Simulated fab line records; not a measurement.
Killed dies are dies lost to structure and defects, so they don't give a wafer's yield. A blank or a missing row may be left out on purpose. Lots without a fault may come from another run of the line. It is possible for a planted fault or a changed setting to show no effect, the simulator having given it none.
A struck lot beside a sound one / flow n5_finfet / 39 steps out of a route of 1938
Sound: the wafers L498.1, L498.4, L498.5. Struck: wafer L495.1. (L495.4, L495.6 of the same lot were not struck and are left out.) The cause comes at the end.
At each step with rows: each side's tool, then ch and its chambers, then its first start. Under that, the readings that differ: sound wafers / struck wafers / difference of the means / sigmas: that difference in standard deviations of wafers without a fault.
alike: readings with means less than 2 such deviations apart, plus words and numbers identical on both sides. not compared: withheld readings, readings lacking a value on some wafer, bounds such as >300 that could conceal the same value, and numbers that have no deviation in the record and whose values overlap.
A row with sigmas, a row that says differs or no value, or rows on one side alone: a step with any of these is where the two part. When numbers do not overlap yet have no deviation, they are printed without sigmas and do not part them. A reading that every wafer of one side lacks parts them only if that side has two wafers or more.

first, 9 steps without rows for these wafers: N5_MOL_CONTACT_COAG_SPUTTER_130 (material Co, target thk 47.5 nm); N5_MOL_CONTACT_COAG_PRECLEAN_125 (cleans in DIW, time 57.5 s); N5_MOL_CONTACT_COAG_SRD_126 (dry time 32 s); N5_MOL_CONTACT_COAG_CMP_23 (polishes, stops on SiO2, t overpolish 1.5 s, target thk 0 nm); N5_MOL_CONTACT_COAG_WET_ETCH_26 (target Co, target depth 13 nm); N5_MOL_CONTACT_COAG_WET_ETCH_116 (etches the open film in SC1-inhibited, target depth 4.6 nm, rinse time 30 s); N5_MOL_CONTACT_COAG_ALD_27 (deposits SiOC, target thk 17 nm, pulse time 1.5 s, time 2720 s); N5_MOL_CONTACT_COAG_CMP_28 (polishes, stops on SiNx, t overpolish 0.85 s, target thk 14.522 nm); N5_MOL_CONTACT_COAG_ALD_123 (deposits SiNx, target thk 5 nm, pulse time 1 s, purge time 2 s).
N5_MOL_CONTACT_COAG_PECVD_31: deposits SiO2 from TEOS/O2, target thk 46 nm, time 8.9 s.
  sound on pecvd-03 ch 0,1, day 9 18:34; struck on pecvd-02 ch 2, day 8 22:32
reading=model.SiO2_of_MOL_CONTACT_COAG_PECVD_31.thk_nm (nm); sound=45 45.8 45.4; struck=54.6; difference=+9.2; sigmas=
  alike: chamber_pressure_Torr
  not compared: since_wet_clean_h
then, 19 steps without rows for these wafers: N5_MOL_CONTACT_COAG_COAT_75 (time 60 s, resist thk 60 nm); N5_MOL_CONTACT_COAG_COAT_76 (time 60 s, resist thk 10 nm); N5_MOL_CONTACT_COAG_COAT_77 (time 60 s, resist thk 10 nm); N5_MOL_CONTACT_COAG_COAT_78 (resist thk 40 nm); N5_MOL_CONTACT_COAG_EBR_80; N5_MOL_CONTACT_COAG_SOFTBAKE_79 (time 60 s); N5_MOL_CONTACT_COAG_EXPOSE_81 (exposes mask VG, defocus 0 nm); N5_MOL_CONTACT_COAG_PEB_82 (peb time 60 s); N5_MOL_CONTACT_COAG_DEVELOP_83 (develop time 30 s); N5_MOL_CONTACT_COAG_DESCUM_88 (chemistry O2, time 7 s); N5_MOL_CONTACT_COAG_ETCH_89 (etches underlayer in N2/H2, target depth 13 nm, time 10.4 s); N5_MOL_CONTACT_COAG_ETCH_90 (etches SiARC in CF4, target depth 13 nm, time 21.7 s); N5_MOL_CONTACT_COAG_ALD_131 (deposits SiO2, target thk 5 nm, pulse time 1 s, co reactant pulse time 1 s); N5_MOL_CONTACT_COAG_ETCHBACK_132 (etches SiO2 in CHF3, target depth 10 nm, time 6.7 s); N5_MOL_CONTACT_COAG_ETCH_91 (etches SOC in N2/H2, target depth 60 nm, overetch 21 nm, time 101.2 s); N5_MOL_CONTACT_COAG_STRIP_92 (strips in N2/H2); N5_MOL_CONTACT_COAG_STRIP_93 (strips in N2/H2); N5_MOL_CONTACT_COAG_ETCHBACK_135 (etches SiO2 in CHF3, target depth 25 nm, time 16.7 s); N5_MOL_CONTACT_COAG_STRIP_118 (strips in CHF3).
N5_MOL_CONTACT_COAG_VIA_ETCH_46: etches SiO2 in C4F6/O2, target depth 46 nm, overetch 9.2 nm, time 40 s.
  sound on rie_diel-03 ch 2,3, day 9 19:29; struck on rie_diel-06 ch 3, day 8 23:36
reading=oes_product_au (a.u.); sound=0.74 0.71 0.74; struck=0.91; difference=+0.18; sigmas=+3
reading=showerhead_plenum_p_Torr (Torr); sound=2.74 2.75 2.74; struck=3.04; difference=+0.30; sigmas=+3
reading=model.etch.depth_nm (nm); sound=45.07 45.77 45.4; struck=54.69; difference=+9.28; sigmas=
  alike: drypump_motor_current_A, rf_vpp_V, throttle_valve_pct
  not compared: rf_hours_counter_h
then, 5 steps without rows for these wafers: N5_MOL_CONTACT_COAG_STRIP_96 (strips in N2/H2); N5_MOL_CONTACT_COAG_ETCH_47 (etches SiNx in CH3F/O2, stops on W, target depth 27 nm); N5_MOL_CONTACT_COAG_STRIP_119 (strips in N2/H2, time 30 s); N5_MOL_CONTACT_COAG_PRECLEAN_144 (cleans in alkaline clean, time 60 s); N5_MOL_CONTACT_COAG_SRD_145 (time 30 s).
N5_MOL_CONTACT_COAG_CMP_52: polishes, stops on SiO2, t overpolish 1.5 s, target thk 66.5 nm.
  sound on cmp-01 ch 0,3, day 9 21:56; struck on cmp-02 ch 0, day 9 01:52
reading=model.SiO2_of_MOL_CONTACT_COAG_PECVD_31.thk_nm (nm); sound=43 43.8 43.4; struck=52.6; difference=+9.2; sigmas=
  alike: motor_current_A
N5_MOL_CONTACT_COAG_THK_MEAS_53:
  sound on film_metro-01 at day 9 22:13; struck on film_metro-02 at day 9 02:07
reading=VIA_MOL_THK (nm); sound=43.0 43.7 43.3; struck=52.6; difference=+9.3; sigmas=+13
-- record jumps: 4 days separate the struck wafers' starts on either side; left off in module MOL_CONTACT_COAG, taken up again in module BEOL_M4, whose first shown step is the route's number 1111 --
N5_BEOL_M4_RC_MEAS_101:
  sound on prober-01 ch 0, day 13 16:36; struck on prober-02 ch 0, day 13 11:27
  alike: DIBL_N, DIBL_P, IOFF_N, IOFF_P, ION_N, ION_P, SS_N, SS_P, VT_N, VT_P
-- here the record skips 5 days between the struck wafers' starts before and after, leaving off in module BEOL_M4 and picking up in module PASSIVATION (first step shown: number 1936 of the route) --
N5_PASSIVATION_PROBE_49:
  sound on prober-02 at day 18 04:50; struck on prober-01 at day 18 01:52
  alike: defect_limited_yield, killed_at_M0_to_M3, killed_at_M4_up, killed_at_contacts, killed_at_front_end, killed_at_other, killed_dies, killed_open, killed_short, sort_bin_5_function, sort_bin_6_memory, sort_n_pass, sort_yield_pct

## WHERE THEY PART
Last at N5_MOL_CONTACT_COAG_THK_MEAS_53 as far as this record goes, first at N5_MOL_CONTACT_COAG_VIA_ETCH_46. Later steps at which nothing parts them and some readings are alike: N5_BEOL_M4_RC_MEAS_101, N5_PASSIVATION_PROBE_49.

WHY: the cause the simulator had injected
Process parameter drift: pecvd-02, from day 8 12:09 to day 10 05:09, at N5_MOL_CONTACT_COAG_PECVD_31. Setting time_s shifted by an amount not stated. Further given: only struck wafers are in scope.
